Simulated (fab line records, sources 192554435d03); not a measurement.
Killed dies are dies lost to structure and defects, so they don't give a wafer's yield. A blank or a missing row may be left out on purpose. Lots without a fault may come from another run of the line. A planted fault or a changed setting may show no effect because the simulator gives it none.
fab line records | flow n5_finfet
record lots=9 wafers=27 last_day=17
route steps=1938 shown ZERO_LAYER@15 WELL_APT@44 PMOS_HMC_CHANNEL_EPI@62 FIN_SAQP@99 BEOL_M4@1111
lots that met no fault: from a run of the same line without faults
start_h: hours from the record's first day to the start of the lot's first wafer shown | wait_h: hours since the lot's step before | " the same as in the row above | L1.1+2: a row that stands for several wafers | - no value, or no start given | * or withheld: withheld | < > ~ a bound
route shown NAME@n: a module of which the file shows steps, and the number in the route of the first | usual: mean/standard deviation of fault-free wafers | same: alike in all rows | chamber/n: place in a boat | sites: the reading at each site | _std_site: their standard deviation | _edge_site: outer sites' mean less inner sites' | radius_mm: how far each site lies from the wafer's centre | mask NAME#n: copy n | behind: the tool/chamber that last shaped the wafer | hold: why the lot was held/for how many hours/how that ended | device: the transistor (n, p or np) that didn't switch | end of line: the same wafers' tests at the end of the route | a step without rows: its recipe alone | killed: dies lost to structure and defects at the first sort, not the wafer's yield | map: a wafer's dies, x killed, . not, _ none there
set.NAME: the setting as run; set.NAME@STEP: as run at that earlier step | model.NAME: the simulator's own value behind a step, which no gauge read
steps of the route over a sample of lots; a table a step, a row a wafer
services: from which hour (start_h, from the record's first day; less than 0 if before it) a tool's chamber was out of use, for how many hours, and why
## steps
# step N5_ZERO_LAYER_ETCH_17
# recipe chemistry=CF4 target=SiO2 target_depth_a=120 time_s=13.3 ion_energy_ev=350 pressure_mtorr=40 source_w=450 bias_w=215 Ar_flow_sccm=100 cf4_flow_sccm=100
# usual chamber_pressure_mTorr=40.01/0.033 drypump_motor_current_A=5.8/0.55 oes_product_au=0.74/0.052 rf_vpp_V=948/5 showerhead_plenum_p_Torr=2.14/0.079 throttle_valve_pct=15.71/0.16
# columns lot.wafer tool chamber start_h wait_h chamber_pressure_mTorr drypump_motor_current_A oes_product_au rf_hours_counter_h rf_vpp_V showerhead_plenum_p_Torr throttle_valve_pct
L474.3 rie_diel-03 2 12.84 0.0 39.97 5.5 0.77 139 950 2.15 15.70
L474.4 " 0 " " 40.03 5.1 0.78 118 945 2.07 15.47
L474.5 " 0 " " 39.98 5.1 0.78 - 942 2.07 15.47
L475.1 rie_diel-03 0 18.99 0.0 40.00 5.1 0.77 121 944 2.07 15.47
L475.3 " 1 " " 40.03 6.1 0.77 100 955 2.24 15.68
L475.6 " 1 " " 40.06 6.1 0.78 - 956 2.24 15.67
L477.1 rie_diel-04 3 31.28 0.0 39.99 6.8 0.72 165 942 2.05 15.49
L477.3 " 2 " " 40.07 6.1 0.72 189 948 2.13 15.77
L477.6 " 2 " " 40.04 6.1 0.73 - 947 2.13 15.78
L480.1 rie_diel-03 2 48.74 0.0 39.95 5.5 0.75 150 948 2.14 15.73
L480.3 " 3 " " 39.98 6.4 0.69 230 940 2.03 15.71
L480.5 " 3 " " 40.07 6.4 0.70 - 941 2.03 15.71
L481.1 rie_diel-04 0 54.90 0.0 40.01 5.4 0.79 119 953 2.24 15.73
L481.2 " 2 " " 40.02 6.1 0.72 196 948 2.13 15.77
L481.5 " 1 " " 40.02 5.4 0.68 - 954 2.21 15.91
L486.1 rie_diel-04 1 84.84 0.0 40.00 5.4 0.69 232 951 2.20 15.94
L486.2 " 3 " " 39.99 6.8 0.71 180 943 2.05 15.52
L486.3 " 2 " " 39.98 6.1 0.72 205 948 2.12 15.80
L493.1 rie_diel-04 3 127.02 0.0 40.01 6.8 0.71 190 943 2.05 15.55
L493.4 " 0 " " 39.98 5.4 0.79 - 953 2.23 15.77
L493.6 " 3 " " 40.01 6.8 0.71 - 941 2.05 15.53
L494.1 rie_diel-04 0 133.29 0.0 40.05 5.4 0.79 142 955 2.23 15.78
L494.3 " 1 " " 40.04 5.4 0.68 246 953 2.20 15.96
L494.4 " 0 " " 40.03 5.4 0.79 - 954 2.23 15.79
L495.2 rie_diel-01 0 138.72 0.0 40.02 5.9 0.98 7 957 2.27 15.32
L495.3 " 3 " " 39.93 6.2 0.79 93 944 2.07 15.44
L495.4 " 2 " " 40.01 6.5 0.68 236 947 2.11 16.01
# step N5_WELL_APT_OVL_MEAS_26
# recipe points_per_wafer=44
# usual PWELL_OVL=-3/5.9
# columns lot.wafer tool chamber start_h wait_h PWELL_OVL[nm]
L474.3 overlay-02 0 17.20 0.0 3
L474.4 " 0 " " -2
L474.5 " 0 " " 6
L475.1 overlay-01 0 21.41 0.0 -12
L475.3 " 0 " " -5
L475.6 " 0 " " -2
L477.1 overlay-01 0 33.80 0.0 -8
L477.3 " 0 " " 0
L477.6 " 0 " " 6
L480.1 overlay-02 0 50.99 0.0 3
L480.3 " 0 " " -3
L480.5 " 0 " " 4
L481.1 overlay-01 0 57.06 0.0 -2
L481.2 " 0 " " -6
L481.5 " 0 " " 2
L486.1 overlay-01 0 87.17 0.0 -9
L486.2 " 0 " " -7
L486.3 " 0 " " -8
L493.1 overlay-01 0 129.14 0.0 -8
L493.4 " 0 " " -8
L493.6 " 0 " " -11
L494.1 overlay-01 0 135.41 0.0 -5
L494.3 " 0 " " 6
L494.4 " 0 " " -9
L495.2 overlay-01 0 140.88 0.0 -4
L495.3 " 0 " " -10
L495.4 " 0 " " -2
# step N5_PMOS_HMC_CHANNEL_EPI_EXPOSE_06
# recipe mask_id=PMOS_HMC_BLK na=1.35 source_shape=conventional sigma_outer=0.8 polarization=unpolarized target_cd_nm=240 dose_mj=41
# same sigma_outer=0.8
# columns lot.wafer tool chamber start_h wait_h mask
L474.3+4+5 arfi_scanner-01 0 19.53 - PMOS_HMC_BLK#0
L475.1+3+6 arfi_scanner-01 0 25.18 - PMOS_HMC_BLK#0
L477.1+3+6 arfi_scanner-03 0 36.04 - PMOS_HMC_BLK#0
L480.1+3+5 arfi_scanner-01 0 52.89 - PMOS_HMC_BLK#0
L481.1+2+5 arfi_scanner-03 0 59.32 - PMOS_HMC_BLK#0
L486.1+2+3 arfi_scanner-03 0 89.34 - PMOS_HMC_BLK#0
L493.1+4+6 arfi_scanner-03 0 136.38 - PMOS_HMC_BLK#0
L494.1+3+4 arfi_scanner-02 0 138.24 - PMOS_HMC_BLK#0
L495.2+3+4 arfi_scanner-03 0 143.68 - PMOS_HMC_BLK#0
# step N5_PMOS_HMC_CHANNEL_EPI_OVL_MEAS_10
# recipe points_per_wafer=44
# usual PMOS_HMC_BLK_OVL=0.1/0.76
# columns lot.wafer tool chamber start_h wait_h PMOS_HMC_BLK_OVL[nm]
L474.3 overlay-02 0 19.67 0.0 0.7
L474.4 " 0 " " 0.2
L474.5 " 0 " " 1.2
L475.1 overlay-01 0 25.33 0.0 -0.4
L475.3 " 0 " " -1.1
L475.6 " 0 " " 0.8
L477.1 overlay-02 0 36.20 0.0 0.2
L477.3 " 0 " " -0.6
L477.6 " 0 " " 0.9
L480.1 overlay-01 0 53.05 0.0 1.2
L480.3 " 0 " " 1.2
L480.5 " 0 " " 0.7
L481.1 overlay-02 0 59.48 0.0 0.0
L481.2 " 0 " " -0.3
L481.5 " 0 " " 0.1
L486.1 overlay-01 0 89.50 0.0 0.6
L486.2 " 0 " " -0.3
L486.3 " 0 " " 0.2
L493.1 overlay-02 0 136.53 0.0 47.2
L493.4 " 0 " " 47.4
L493.6 " 0 " " 49.1
L494.1 overlay-01 0 138.39 0.0 0.0
L494.3 " 0 " " -0.7
L494.4 " 0 " " -1.1
L495.2 overlay-01 0 143.83 0.0 47.1
L495.3 " 0 " " 46.8
L495.4 " 0 " " 46.3
# step N5_FIN_SAQP_PECVD_48
# recipe material=SiNx target_thk_a=250 temp_c=400 precursor=SiH4/NH3/N2 pressure_torr=1.5 rf_w=300 time_s=22.1
# usual heater_power_w=797/140 showerhead_plenum_p_Torr=5.15/0.036 throttle_valve_pct=39.8/2.7
# columns lot.wafer tool chamber start_h wait_h heater_power_w showerhead_plenum_p_Torr throttle_valve_pct
L474.3 pecvd-03 0 23.31 0.0 552 5.15 42.7
L474.4 " 0 " " 556 5.15 42.7
L474.5 " 1 " " 663 5.13 44.4
L475.1 pecvd-03 0 28.89 0.0 625 5.16 42.9
L475.3 " 1 " " 623 5.14 44.2
L475.6 " 1 " " 616 5.14 44.3
L477.1 pecvd-04 1 40.15 0.0 1033 5.07 38.5
L477.3 " 0 " " 919 5.22 35.9
L477.6 " 1 " " 1032 5.06 38.7
L480.1 pecvd-02 1 58.33 0.0 807 5.13 40.0
L480.3 " 0 " " 703 5.16 38.8
L480.5 " 0 " " 707 5.16 38.7
L481.1 pecvd-03 0 63.60 0.0 588 5.15 43.0
L481.2 " 1 " " 675 5.14 44.3
L481.5 " 2 " " 944 5.15 39.2
L486.1 pecvd-03 0 93.53 0.0 608 5.17 42.7
L486.2 " 2 " " 968 5.14 39.3
L486.3 " 1 " " 652 5.14 44.5
L493.1 pecvd-03 0 141.42 0.0 640 5.15 42.6
L493.4 " 1 " " 688 5.13 44.4
L493.6 " 2 " " 996 5.15 39.8
L494.1 pecvd-02 2 142.29 0.0 583 5.15 36.2
L494.3 " 0 " " 795 5.18 39.2
L494.4 " 1 " " 893 5.11 39.9
L495.2 pecvd-02 1 148.68 0.0 941 5.12 40.0
L495.3 " 0 " " 791 5.18 39.2
L495.4 " 0 " " 820 5.18 39.3
# step N5_BEOL_M4_RC_MEAS_101
# usual DIBL_N=35.9/1.4 DIBL_P=35.9/1.7 IOFF_N=0.155/0.023 IOFF_P=0.201/0.029 ION_N=672/8.8 ION_P=460/7 SS_N=71.6/0.48 SS_P=73.1/0.64 VT_N=250.0/3 VT_P=-251.6/3
# columns lot.wafer tool chamber start_h wait_h DIBL_N[mV/V] DIBL_P[mV/V] IOFF_N[nA/um] IOFF_P[nA/um] ION_N[uA/um] ION_P[uA/um] SS_N[mV/dec] SS_P[mV/dec] VT_N[mV] VT_P[mV]
L474.3 prober-02 0 170.23 0.3 34.6 35.1 0.131 0.195 667 460 71.7 73.3 250.4 -252.1
L474.4 " 0 " " 38.2 38.6 0.191 0.252 680 464 72.2 74.6 245.9 -250.6
L474.5 " 0 " " 37.1 37.4 0.174 0.229 672 459 71.7 74.0 247.3 -249.8
L475.1 prober-02 0 172.95 0.0 34.9 33.6 0.130 0.184 652 452 71.9 72.2 256.1 -249.7
L475.3 " 0 " " 34.1 33.5 0.120 0.181 660 455 71.0 72.6 254.3 -250.7
L475.6 " 0 " " 35.3 35.0 0.145 0.213 664 463 71.7 72.7 251.9 -250.3
L477.1 prober-02 0 194.31 0.0 36.2 35.5 0.143 0.188 669 458 71.7 72.4 251.5 -255.1
L477.3 " 0 " " 37.7 36.6 0.163 0.202 666 456 72.1 73.5 251.0 -252.9
L477.6 " 0 " " 35.9 35.5 0.145 0.190 674 462 71.3 72.6 250.1 -252.0
L480.1 prober-01 0 202.06 0.0 34.1 35.0 0.128 0.162 660 452 71.6 72.4 252.3 -254.1
L480.3 " 0 " " 35.3 36.8 0.150 0.179 674 457 71.1 73.4 249.7 -254.3
L480.5 " 0 " " 36.0 37.7 0.161 0.186 676 460 72.0 73.6 251.4 -253.0
L481.1 prober-02 0 216.75 0.0 33.8 33.6 0.126 0.147 669 453 70.9 72.7 251.1 -256.9
L481.2 " 0 " " 35.1 34.5 0.141 0.155 669 443 71.8 72.7 251.5 -256.8
L481.5 " 0 " " 34.4 34.1 0.131 0.148 665 448 70.8 72.1 252.5 -256.1
L486.1 prober-02 0 245.48 0.0 36.2 34.6 0.138 0.180 671 461 70.9 72.2 249.2 -253.5
L486.2 " 0 " " 35.2 33.5 0.123 0.166 666 453 70.5 72.1 253.1 -256.0
L486.3 " 0 " " 37.1 35.2 0.146 0.188 672 462 71.4 72.7 251.4 -252.9
L494.1 prober-02 0 286.47 0.0 39.1 39.8 0.211 0.260 682 462 72.3 74.4 243.3 -250.6
L494.3 " 0 " " 38.5 39.4 0.195 0.250 685 464 72.4 73.7 248.6 -249.5
L494.4 " 0 " " 37.6 38.0 0.187 0.231 686 469 71.8 73.0 243.6 -249.3
L493.1 prober-01 0 286.94 0.0 36.6 37.5 0.168 0.213 682 461 72.3 73.8 248.7 -250.7
L493.4 " 0 " " 36.3 37.9 0.170 0.217 676 460 72.0 74.1 248.1 -251.7
L493.6 " 0 " " 35.4 36.6 0.149 0.199 668 461 72.8 73.7 250.8 -250.6
L495.2 prober-01 0 304.38 0.2 35.4 36.7 0.188 0.220 688 469 71.3 73.3 243.8 -248.9
L495.3 " 0 " " 36.3 38.7 0.205 0.250 680 465 71.7 73.7 244.3 -249.2
L495.4 " 0 " " 37.0 39.4 0.231 0.267 676 462 72.3 74.4 243.5 -249.4
## services
# columns tool chamber start_h hours kind
arfi_scanner-02 - -7.72 1.3 pm
rie_diel-04 - -3.72 0.5 repair
rie_diel-04 3 -1.79 2.0 repair
pecvd-03 2 2.29 19.0 repair
arfi_scanner-02 - 17.16 4.9 pm
arfi_scanner-03 - 18.57 1.3 pm
arfi_scanner-02 - 26.47 3.1 pm
arfi_scanner-02 - 29.78 0.8 pm
arfi_scanner-03 - 36.65 4.9 pm
rie_diel-01 - 40.54 1.4 repair
arfi_scanner-03 - 42.62 0.8 pm
rie_diel-01 - 45.33 4.0 pm
arfi_scanner-02 - 52.53 1.0 pm
rie_diel-04 0 78.56 1.2 repair
pecvd-04 2 87.76 4.7 repair
arfi_scanner-01 - 97.44 0.8 repair
arfi_scanner-01 - 104.71 1.0 pm
arfi_scanner-01 - 114.18 1.3 pm
arfi_scanner-01 - 120.42 1.0 pm
rie_diel-03 - 123.29 14.6 pm
rie_diel-04 2 124.85 24.6 repair
arfi_scanner-03 - 131.58 4.8 pm
arfi_scanner-01 - 140.15 0.8 pm
arfi_scanner-03 - 144.07 1.3 pm
## key
first_sign step=N5_PMOS_HMC_CHANNEL_EPI_OVL_MEAS_10 reading=PMOS_HMC_BLK_OVL direction=up sigmas=62 usual=0.1 struck=47.3
effect none on later readings
met_at N5_PMOS_HMC_CHANNEL_EPI_EXPOSE_06
struck_lots L493,L495
not_acting_at N5_ZERO_LAYER_ETCH_17,N5_WELL_APT_OVL_MEAS_26,N5_FIN_SAQP_PECVD_48
onset_between 89.34 136.38
fault kind=scanner_matching_overlay tool=arfi_scanner-03 chamber=- onset_h=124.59 steps=N5_PMOS_HMC_CHANNEL_EPI_EXPOSE_06 offset=46.161
